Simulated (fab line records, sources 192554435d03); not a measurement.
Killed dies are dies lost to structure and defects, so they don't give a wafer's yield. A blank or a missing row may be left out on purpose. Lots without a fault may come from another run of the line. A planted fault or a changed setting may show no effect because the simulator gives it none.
fab line records | flow n5_finfet
record lots=5 wafers=15 last_day=19
route steps=1938 shown BEOL_M12@1605 PASSIVATION@1936
lots that met no fault: from a run of the same line without faults
start_h: hours from the record's first day to the start of the lot's first wafer shown | wait_h: hours since the lot's step before | " the same as in the row above | L1.1+2: a row that stands for several wafers | - no value, or no start given | * or withheld: withheld | < > ~ a bound
route shown NAME@n: a module of which the file shows steps, and the number in the route of the first | usual: mean/standard deviation of fault-free wafers | same: alike in all rows | chamber/n: place in a boat | sites: the reading at each site | _std_site: their standard deviation | _edge_site: outer sites' mean less inner sites' | radius_mm: how far each site lies from the wafer's centre | mask NAME#n: copy n | behind: the tool/chamber that last shaped the wafer | hold: why the lot was held/for how many hours/how that ended | device: the transistor (n, p or np) that didn't switch | end of line: the same wafers' tests at the end of the route | a step without rows: its recipe alone | killed: dies lost to structure and defects at the first sort, not the wafer's yield | map: a wafer's dies, x killed, . not, _ none there
set.NAME: the setting as run; set.NAME@STEP: as run at that earlier step | model.NAME: the simulator's own value behind a step, which no gauge read
lots at some steps of the route; a table a step, a row a wafer
services: from which hour (start_h, from the record's first day; less than 0 if before it) a tool's chamber was out of use, for how many hours, and why
## steps
# step N5_BEOL_M12_COAT_04
# recipe spin_rpm=1625 resist_thk_nm=400
# step N5_BEOL_M12_EBR_06
# recipe solvent=PGMEA ebr_width_mm=1.5
# step N5_BEOL_M12_SOFTBAKE_05
# recipe temp_c=130 time_s=60
# step N5_BEOL_M12_EXPOSE_07
# recipe mask_id=V11 na=0.93 source_shape=conventional sigma_outer=0.6 polarization=unpolarized attpsm_phase_deg=180 dose_mj=32.5
# step N5_BEOL_M12_PEB_08
# recipe peb_temp_c=130 peb_time_s=90
# step N5_BEOL_M12_DEVELOP_09
# recipe develop_time_s=45 rinse_liquid=diw dry=air_spin dev_temp_c=21
# step N5_BEOL_M12_HARDBAKE_14
# recipe temp_c=130 time_s=120
# step N5_BEOL_M12_CD_MEAS_10
# recipe target_cd_nm=140 landing_energy_ev=500 detector=se_inlens polarity=opening
# usual cd_nm=139.6/1.5
# columns lot.wafer tool chamber start_h wait_h cd_nm
L958.3 cd_sem-01 0 305.19 - 137.4
L958.4 " 0 " " 138.2
L958.6 " 0 " " 139.1
L965.1 cd_sem-03 0 353.57 - 138.9
L965.2 " 0 " " 139.2
L965.4 " 0 " " 138.1
L970.2 cd_sem-03 0 387.98 - 140.0
L970.4 " 0 " " 140.6
L970.6 " 0 " " 138.5
L974.2 cd_sem-03 0 414.45 - 141.1
L974.4 " 0 " " 138.5
L974.5 " 0 " " 137.7
L973.2 cd_sem-01 0 417.28 - 140.7
L973.5 " 0 " " 142.4
L973.6 " 0 " " 139.6
# step N5_BEOL_M12_OVL_MEAS_11
# recipe points_per_wafer=44
# usual V11_OVL=0/5.7
# columns lot.wafer tool chamber start_h wait_h V11_OVL[nm]
L958.3 overlay-02 0 305.22 0.0 -8
L958.4 " 0 " " -10
L958.6 " 0 " " -11
L965.1 overlay-01 0 353.60 0.0 2
L965.2 " 0 " " 1
L965.4 " 0 " " 3
L970.2 overlay-02 0 388.01 0.0 4
L970.4 " 0 " " -4
L970.6 " 0 " " 1
L974.2 overlay-02 0 414.48 0.0 5
L974.4 " 0 " " 4
L974.5 " 0 " " 13
L973.2 overlay-01 0 417.31 0.0 -3
L973.5 " 0 " " -3
L973.6 " 0 " " -3
# step N5_BEOL_M12_INSPECT_12
# recipe mode=adi inspect_instrument=macro
# usual raw_defect_count=2.0/1.4
# columns lot.wafer tool chamber start_h wait_h raw_defect_count
L958.3 defect_inspect-02 - 305.24 0.0 1
L958.4 " - " " 2
L958.6 " - " " 2
L965.1 defect_inspect-01 - 353.62 0.0 2
L965.2 " - " " 3
L965.4 " - " " 3
L970.2 defect_inspect-01 - 388.03 0.0 1
L970.4 " - " " 5
L970.6 " - " " 1
L974.2 defect_inspect-01 - 414.51 0.0 2
L974.4 " - " " 1
L974.5 " - " " 5
L973.2 defect_inspect-01 - 417.33 0.0 0
L973.5 " - " " 1
L973.6 " - " " 2
# step N5_BEOL_M12_DESCUM_15
# recipe chemistry=O2 time_s=7.9 source_power_w=50 bias_power_w=20 pressure_mtorr=20 rf_frequency_hz=2.712e+07 temp_c=40 o2_flow_sccm=225
# usual drypump_motor_current_A=5.7/0.42 oes_product_au=0.81/0.087 rf_vpp_V=243.3/1 showerhead_plenum_p_Torr=2.10/0.044 throttle_valve_pct=20.40/0.22
# columns lot.wafer tool chamber start_h wait_h drypump_motor_current_A oes_product_au rf_hours_counter_h rf_vpp_V showerhead_plenum_p_Torr throttle_valve_pct
L958.3 rie_diel-02 1 305.29 0.1 4.9 0.99 1 242.8 2.06 20.17
L958.4 " 2 " " 5.8 0.80 91 245.3 2.11 20.42
L958.6 " 3 " " 6.3 0.84 - 244.2 2.21 20.32
L965.1 rie_diel-02 3 353.72 0.1 6.4 0.83 85 243.5 2.20 20.37
L965.2 " 2 " " 5.8 0.78 110 244.0 2.11 20.48
L965.4 " 0 " " 5.2 0.86 34 243.5 2.14 20.45
L970.2 rie_diel-06 2 388.07 0.0 6.3 0.99 6 242.9 2.04 20.17
L970.4 " 1 " " 5.7 0.77 110 242.4 2.08 20.11
L970.6 " 3 " " 5.8 0.67 - 242.9 2.07 20.70
L974.2 rie_diel-06 3 414.54 0.0 5.8 0.98 3 241.3 2.07 20.36
L974.4 " 0 " " 5.8 0.79 120 243.3 2.09 20.50
L974.5 " 2 " " 6.3 0.97 - 243.5 2.04 20.20
L973.2 rie_diel-05 1 417.77 0.4 5.4 0.67 258 243.0 2.05 20.74
L973.5 " 2 " " 5.5 0.85 - 241.9 2.05 20.18
L973.6 " 3 " " 5.4 0.77 - 243.7 2.09 20.33
# step N5_BEOL_M12_ETCH_59
# recipe chemistry=N2/H2 target=BARC target_depth_a=890 overetch_a=267 time_s=67.9 ion_energy_ev=200 pressure_mtorr=30 source_w=840 bias_w=150 n2_flow_sccm=200 h2_flow_sccm=200
# usual drypump_motor_current_A=5.7/0.42 h2_flow_sccm=200.0/0.67 oes_product_au=0.69/0.07 rf_vpp_V=524.3/1.7 showerhead_plenum_p_Torr=2.55/0.054 throttle_valve_pct=17.84/0.2
# columns lot.wafer tool chamber start_h wait_h drypump_motor_current_A h2_flow_sccm oes_product_au rf_hours_counter_h rf_vpp_V showerhead_plenum_p_Torr throttle_valve_pct
L958.3 rie_diel-02 1 305.33 0.0 5.0 200.7 0.83 1 522.6 2.49 17.53
L958.4 " 2 " " 5.8 199.6 0.68 91 524.3 2.56 17.89
L958.6 " 3 " " 6.4 198.4 0.72 - 527.9 2.66 17.58
L965.1 rie_diel-02 3 353.76 0.0 6.3 199.1 0.70 85 528.9 2.65 17.59
L965.2 " 2 " " 5.8 200.3 0.66 110 522.5 2.55 17.91
L965.4 " 0 " " 5.2 199.6 0.74 34 524.4 2.58 17.78
L970.2 rie_diel-06 2 388.10 0.0 6.3 200.0 0.83 6 523.4 2.49 17.60
L970.4 " 1 " " 5.7 199.9 0.66 110 526.4 2.58 17.88
L970.6 " 3 " " 5.8 199.2 0.59 - 523.5 2.48 17.95
L974.2 rie_diel-06 3 414.58 0.0 5.8 200.3 0.81 3 524.0 2.48 17.51
L974.4 " 0 " " 5.8 199.9 0.68 120 524.9 2.54 18.01
L974.5 " 2 " " 6.3 200.4 0.79 - 523.5 2.48 17.63
L973.2 rie_diel-05 1 417.81 0.0 5.4 199.3 0.58 258 521.8 2.50 18.25
L973.5 " 2 " " 5.5 200.4 0.73 - 522.2 2.49 17.56
L973.6 " 3 " " 5.3 199.5 0.65 - 525.9 2.57 18.02
# step N5_BEOL_M12_VIA_ETCH_16
# recipe chemistry=C4F8/O2/Ar target=SiOC pressure_mtorr=30 source_w=3000 bias_w=700 Ar_flow_sccm=400 C4F8_flow_sccm=15 O2_flow_sccm=8 he_inner_torr=15 he_outer_torr=30 target_depth_a=7248 time_s=withheld ion_energy_ev=250 ends=cleared
# usual drypump_motor_current_A=5.7/0.42 oes_product_au=0.73/0.078 rf_vpp_V=665.9/2 showerhead_plenum_p_Torr=3.42/0.062 throttle_valve_pct=24.14/0.13
# columns lot.wafer tool chamber start_h wait_h drypump_motor_current_A oes_product_au rf_vpp_V showerhead_plenum_p_Torr throttle_valve_pct
L958.3 rie_diel-02 1 305.38 0.0 5.0 0.89 663.6 3.37 24.04
L958.4 " 2 " " 5.8 0.72 667.3 3.43 24.16
L958.6 " 3 " " 6.4 0.77 671.3 3.56 24.00
L965.1 rie_diel-02 3 353.81 0.0 6.4 0.74 669.8 3.55 24.02
L965.2 " 2 " " 5.8 0.71 666.1 3.42 24.17
L965.4 " 0 " " 5.2 0.78 666.8 3.46 24.14
L970.2 rie_diel-06 2 388.15 0.0 6.3 0.89 664.0 3.35 24.02
L970.4 " 1 " " 5.8 0.69 665.9 3.44 24.05
L970.6 " 3 " " 5.8 0.61 663.8 3.35 24.27
L974.2 rie_diel-06 3 414.63 0.0 5.8 0.88 664.3 3.35 23.97
L974.4 " 0 " " 5.8 0.71 665.7 3.41 24.22
L974.5 " 2 " " 6.3 0.86 664.4 3.35 24.04
L973.2 rie_diel-05 1 417.86 0.0 5.4 0.61 663.2 3.33 24.40
L973.5 " 2 " " 5.5 0.77 662.8 3.35 23.96
L973.6 " 3 " " 5.3 0.69 664.9 3.42 24.10
# step N5_BEOL_M12_STRIP_63
# recipe chemistry=N2/H2 power_w=1000 temp_c=250 h2_frac=0.65 overash_fraction=0.3 pressure_mtorr=1000 n2_flow_sccm=1750 h2_flow_sccm=3250
# usual drypump_motor_current_A=5.5/0.42 h2_flow_sccm=3251/9.2 heater_power_w=334/18 oes_product_au=0.693/0.0046 strip_time_to_endpoint_s=42.5/0.77
# columns lot.wafer tool chamber start_h wait_h drypump_motor_current_A h2_flow_sccm heater_power_w oes_product_au rf_hours_counter_h strip_time_to_endpoint_s
L958.3 plasma_asher-02 1 305.60 - 5.1 3245 357 0.694 - 42.7
L958.4 " 0 " " 5.2 3252 331 0.693 - 41.4
L958.6 " 0 " " 5.2 3254 328 0.692 - 42.4
L965.1 plasma_asher-02 1 354.01 - 5.1 3240 363 0.692 97 42.8
L965.2 " 0 " " 5.2 3259 322 0.700 97 43.0
L965.4 " 1 " " 5.1 3238 354 0.688 - 41.7
L970.2 plasma_asher-01 0 388.35 - 5.5 3247 309 0.693 141 43.3
L970.4 " 1 " " 6.1 3253 350 0.691 - 42.2
L970.6 " 1 " " 6.2 3257 344 0.696 - 42.2
L974.2 plasma_asher-02 0 414.83 - 5.2 3253 323 0.687 109 41.7
L974.4 " 0 " " 5.2 3233 331 0.690 - 41.9
L974.5 " 1 " " 5.1 3246 350 0.691 - 41.1
L973.2 plasma_asher-02 1 418.06 - 5.1 3229 350 0.690 109 42.8
L973.5 " 0 " " 5.2 3253 318 0.690 - 42.3
L973.6 " 1 " " 5.1 3244 357 0.694 - 41.7
# step N5_BEOL_M12_STRIP_64
# recipe chemistry=N2/H2 power_w=1000 temp_c=250 h2_frac=0.65 overash_fraction=0.3 pressure_mtorr=withheld n2_flow_sccm=1750 h2_flow_sccm=3250
# usual drypump_motor_current_A=5.5/0.42 h2_flow_sccm=3251/9.1 heater_power_w=334/19 oes_product_au=0.715/0.0045 strip_time_to_endpoint_s=31.32/0.068
# columns lot.wafer tool chamber start_h wait_h drypump_motor_current_A h2_flow_sccm heater_power_w oes_product_au rf_hours_counter_h strip_time_to_endpoint_s
L958.3 plasma_asher-02 1 305.66 0.0 5.1 3252 345 0.717 - 31.26
L958.4 " 0 " " 5.2 3228 317 0.711 - 31.21
L958.6 " 0 " " 5.2 3242 327 0.716 - 31.22
L965.1 plasma_asher-02 1 354.07 0.0 5.1 3244 365 0.716 97 31.34
L965.2 " 0 " " 5.2 3249 325 0.719 97 31.32
L965.4 " 1 " " 5.1 3250 354 0.707 - 31.23
L970.2 plasma_asher-01 0 388.41 0.0 5.5 3244 318 0.719 141 31.25
L970.4 " 1 " " 6.2 3258 343 0.706 - 31.30
L970.6 " 1 " " 6.2 3250 350 0.710 - 31.29
L974.2 plasma_asher-02 0 414.89 0.0 5.2 3235 338 0.715 109 31.23
L974.4 " 0 " " 5.2 3236 317 0.711 - 31.17
L974.5 " 1 " " 5.1 3254 350 0.709 - 31.22
L973.2 plasma_asher-02 1 418.12 0.0 5.1 3262 358 0.711 109 31.25
L973.5 " 0 " " 5.2 3255 328 0.707 - 31.29
L973.6 " 1 " " 5.1 3257 353 0.715 - 31.27
# step N5_BEOL_M12_STRIP_71
# recipe chemistry=post_etch_residue_remover time_s=60 temp_c=25 remover_ph=withheld remover_water_wt_pct=withheld remover_fluoride_wt_pct=withheld
# step N5_BEOL_M12_SRD_72
# recipe time_s=30 temp_c=23 rinse_liquid=diw dry=n2_spin spin_rpm=1500 dry_time_s=30
# step N5_BEOL_M12_CD_MEAS_17
# recipe target_cd_nm=140 polarity=opening
# usual cd_nm=139.8/1.8
# columns lot.wafer tool chamber start_h wait_h cd_nm
L958.3 cd_sem-02 - 305.80 0.0 136.3
L958.4 " - " " 137.5
L958.6 " - " " 138.1
L965.1 cd_sem-03 - 354.25 0.0 137.1
L965.2 " - " " 138.3
L965.4 " - " " 136.8
L970.2 cd_sem-02 - 388.56 0.0 140.2
L970.4 " - " " 141.0
L970.6 " - " " 139.3
L974.2 cd_sem-02 - 415.04 0.0 140.8
L974.4 " - " " 138.2
L974.5 " - " " 138.6
L973.2 cd_sem-01 - 418.28 0.0 141.1
L973.5 " - " " 141.4
L973.6 " - " " 140.4
# step N5_BEOL_M12_COAT_65
# recipe resist=SOC temp_c=250 time_s=60 spin_rpm=1500 resist_thk_nm=300
# step N5_BEOL_M12_COAT_66
# recipe resist=SiARC temp_c=220 time_s=60 spin_rpm=1500 resist_thk_nm=110
# step N5_BEOL_M12_COAT_22
# recipe spin_rpm=2888 resist_thk_nm=300
# step N5_BEOL_M12_EBR_24
# recipe solvent=PGMEA ebr_width_mm=1.5
# step N5_BEOL_M12_SOFTBAKE_23
# recipe temp_c=130 time_s=60
# step N5_BEOL_M12_EXPOSE_25
# recipe mask_id=M12 na=0.93 source_shape=conventional sigma_outer=0.4 polarization=unpolarized dose_mj=21.8
# step N5_BEOL_M12_PEB_26
# recipe peb_temp_c=130 peb_time_s=90
# step N5_BEOL_M12_DEVELOP_27
# recipe develop_time_s=45 rinse_liquid=diw dry=air_spin dev_temp_c=21
# step N5_BEOL_M12_HARDBAKE_32
# recipe temp_c=130 time_s=120
# step N5_BEOL_M12_CD_MEAS_28
# recipe target_cd_nm=160.2 landing_energy_ev=500 detector=se_inlens polarity=opening
# usual cd_nm=160.9/1.7
# columns lot.wafer tool chamber start_h wait_h cd_nm
L958.3 cd_sem-02 0 306.12 - 159.9
L958.4 " 0 " " 159.6
L958.6 " 0 " " 159.5
L965.1 cd_sem-03 0 354.58 - 161.8
L965.2 " 0 " " 159.1
L965.4 " 0 " " 161.0
L970.2 cd_sem-03 0 389.01 - 163.0
L970.4 " 0 " " 163.0
L970.6 " 0 " " 162.1
L974.2 cd_sem-01 0 415.36 - 160.1
L974.4 " 0 " " 161.5
L974.5 " 0 " " 160.0
L973.2 cd_sem-02 0 418.61 - 162.8
L973.5 " 0 " " 164.4
L973.6 " 0 " " 161.6
# step N5_BEOL_M12_OVL_MEAS_29
# recipe points_per_wafer=44
# usual M12_OVL=-6/4.9
# columns lot.wafer tool chamber start_h wait_h M12_OVL[nm]
L958.3 overlay-02 0 306.15 0.0 -2
L958.4 " 0 " " -16
L958.6 " 0 " " -12
L965.1 overlay-01 0 354.61 0.0 -5
L965.2 " 0 " " -4
L965.4 " 0 " " -9
L970.2 overlay-02 0 389.04 0.0 -12
L970.4 " 0 " " -8
L970.6 " 0 " " -13
L974.2 overlay-01 0 415.39 0.0 -10
L974.4 " 0 " " -8
L974.5 " 0 " " 1
L973.2 overlay-01 0 418.64 0.0 -7
L973.5 " 0 " " -14
L973.6 " 0 " " -4
# step N5_BEOL_M12_INSPECT_30
# recipe mode=adi inspect_instrument=macro
# usual raw_defect_count=2.0/1.4
# columns lot.wafer tool chamber start_h wait_h raw_defect_count
L958.3 defect_inspect-02 - 306.18 0.0 2
L958.4 " - " " 2
L958.6 " - " " 2
L965.1 defect_inspect-01 - 354.63 0.0 >300
L965.2 " - " " 0
L965.4 " - " " 2
L970.2 defect_inspect-01 - 389.07 0.0 2
L970.4 " - " " 1
L970.6 " - " " 2
L974.2 defect_inspect-02 - 415.42 0.0 0
L974.4 " - " " 5
L974.5 " - " " 1
L973.2 defect_inspect-02 - 418.66 0.0 1
L973.5 " - " " 1
L973.6 " - " " 0
# step N5_BEOL_M12_DESCUM_33
# recipe chemistry=O2 time_s=7.9 source_power_w=50 bias_power_w=20 pressure_mtorr=20 rf_frequency_hz=2.712e+07 temp_c=40 o2_flow_sccm=225
# usual drypump_motor_current_A=5.6/0.44 oes_product_au=0.79/0.084 rf_vpp_V=243.4/1.1 showerhead_plenum_p_Torr=2.10/0.046 throttle_valve_pct=20.45/0.22
# columns lot.wafer tool chamber start_h wait_h drypump_motor_current_A oes_product_au rf_hours_counter_h rf_vpp_V showerhead_plenum_p_Torr throttle_valve_pct
L958.3 rie_diel-02 0 306.34 0.2 5.2 0.89 17 243.6 2.14 20.41
L958.4 " 1 " " 5.0 0.98 1 244.6 2.06 20.18
L958.6 " 3 " " 6.4 0.84 - 245.6 2.21 20.33
L965.1 rie_diel-05 1 354.67 0.0 5.4 0.70 235 242.7 2.05 20.72
L965.2 " 0 " " 6.3 0.67 236 242.2 2.08 20.89
L965.4 " 2 " " 5.5 0.91 21 241.9 2.06 20.14
L970.2 rie_diel-05 1 389.10 0.0 5.4 0.69 247 242.9 2.05 20.71
L970.4 " 3 " " 5.3 0.79 106 243.8 2.10 20.31
L970.6 " 3 " " 5.3 0.80 - 242.5 2.10 20.31
L974.2 rie_diel-02 1 415.45 0.0 4.9 0.87 43 242.0 2.04 20.23
L974.4 " 2 " " 5.8 0.77 134 243.4 2.10 20.49
L974.5 " 3 " " 6.4 0.81 - 244.7 2.19 20.38
L973.2 rie_diel-05 3 418.86 0.2 5.3 0.76 118 243.8 2.09 20.33
L973.5 " 1 " " 5.4 0.67 - 242.9 2.05 20.76
L973.6 " 3 " " 5.3 0.77 - 243.7 2.09 20.33
# step N5_PASSIVATION_PROBE_49
# usual defect_limited_yield=91.6/1.4 killed_at_M0_to_M3=33/10 killed_at_M4_up=13/5.3 killed_at_contacts=13/5.9 killed_at_front_end=36/12 killed_at_other=4/3.1 killed_dies=99/16 killed_open=65/13 killed_short=32/7.3 sort_bin_5_function=4.9/0.9 sort_bin_6_memory=3.1/0.66 sort_n_pass=1081/17 sort_yield_pct=91.6/1.4
# same gross_dies=1180 killed_at_back_side=0 sort_bin_4_leakage[%]=0 sort_bin_8_speed[%]=0
# columns lot.wafer tool chamber start_h wait_h defect_limited_yield[%] killed_at_M0_to_M3 killed_at_M4_up killed_at_contacts killed_at_front_end killed_at_other killed_dies killed_open killed_short sort_bin_5_function[%] sort_bin_6_memory[%] sort_n_pass sort_yield_pct[%]
L965.1 prober-01 - 397.92 0.0 81.4 31 118 20 51 0 220 73 35 11.8 4.9 960 81.4
# killed by level:class
L965.1 BEOL_M12:unspecified=106 MOL_CONTACT_COAG:geometric_particle:open=18 FIN_SAQP:geometric_particle:open=12 FIN_SAQP:geometric_particle:short=10 BEOL_M0_SAQP:geometric_particle:short=10 BEOL_M0_SAQP:geometric_particle:open=7 DUMMY_GATE:geometric_particle:open=6 GATE_CUT:geometric_particle:short=6
# map L965.1 (x killed, . not)
_________________.......xxx.x________________
______________.................._____________
___________........................__________
__________......x.................x._________
________............x.......x.x.xx...._______
_______...x.......x...x......x.........______
______.....................x.....x......_____
_____....x...........x.....x.............____
____..x...xx...x...x.x.x.....x.........xx.___
___x.....xxxxxxxx........x.....x........x..__
___..x..xxxxxxxxx..x......x......x.........__
__......xxxxxxx.xxx....x..x......x.........._
__.x.x.xxxxxxxxxxxx........................._
_.....x.xxxxxxxxxxxxx.x....xxx........xx.....
_x....xxxxxxxxxxxxxx...x............x.x......
_....xxx.xxxxxxx.x.x.......x......xx....x.x..
_....x..xxxxxxxxxx...x.......................
_.........xxxxxxx............................
_.....xxx.xx...x.x.x......................x..
_.......x.xx.xxx...x..x........x.............
_...............x.......x............x.......
__x...x......x..x.......x.............x...x._
__.............................x............_
___..x.x...................x........x......__
___.................................x......__
____.........x............................___
_____....................xx.........x....____
______.....x..x.x.x........x.....x..x..._____
_______........xx.x..xx..x...x.........______
________..x.................x.......x._______
__________.x..........x.........x..._________
___________...........x..x...x.....__________
______________.................._____________
_________________..x...x.x...________________
# map L958.4 (x killed, . not)
_________________............________________
______________x................._____________
___________.....x........x.........__________
__________.........................._________
________.x...........x.....x..x....x.._______
_______.................x..............______
______.....x..x......x.x................_____
_____x...............................x...____
____.......................x..x...........___
___.x..x.............................x.x...__
___.................x..x......x............__
__.....x.......x.........x........x....x...._
__.............x......x....................._
_.............x...x.....................x....
_........x..................x...x............
_x......x.........x................xx....x...
_.........x.........x.x......x...............
_............................................
_.......x..x.......x......x....x.............
_x....................x....x..x..x.x.x.......
_..x....x...x.x..............x...............
__...............................x.........._
__.................x....xx...........x.....x_
___......................................x.__
___.....xx........x.....xx.................__
____..x......x...x....xx............x.....___
_____.......x.......x....x......x.x..x...____
______.....x..xx........x...x..........._____
_______................x..x.....x....xx______
________.............................._______
__________x.......x................._________
___________........................__________
______________....x............._____________
_________________............________________
## services
# columns tool chamber start_h hours kind
rie_diel-06 2 318.16 10.9 repair
plasma_asher-02 - 345.38 6.1 repair
rie_diel-02 0 359.18 8.3 repair
rie_diel-06 - 369.08 2.8 pm
rie_diel-06 3 388.92 - clean
rie_diel-06 3 388.92 - consumable_replace:focus_ring
rie_diel-06 3 388.92 19.5 scheduled_down
rie_diel-06 3 388.92 19.5 vent_cycle
rie_diel-02 0 396.89 2.6 repair
rie_diel-05 0 399.21 - clean
rie_diel-05 0 399.21 - consumable_replace:focus_ring
rie_diel-05 0 399.21 20.1 scheduled_down
rie_diel-05 0 399.21 20.1 vent_cycle
## key
first_sign step=N5_BEOL_M12_INSPECT_30 reading=raw_defect_count direction=up sigmas=99+ usual=2.0 struck=>300
effect step=N5_PASSIVATION_PROBE_49 reading=killed_at_M4_up direction=up sigmas=20 usual=13 struck=118
more_kills_born_at N5_BEOL_M12_VIA_ETCH_16@rie_diel-02=106
met_at N5_BEOL_M12_VIA_ETCH_16
struck_wafers L965.1
onset_between 305.38 353.81
fault kind=chamber_particle_source tool=rie_diel-02 chamber=3 onset_h=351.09 steps=N5_BEOL_M12_VIA_ETCH_16 rate_per_visit_cm2=0.52205 end_h=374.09
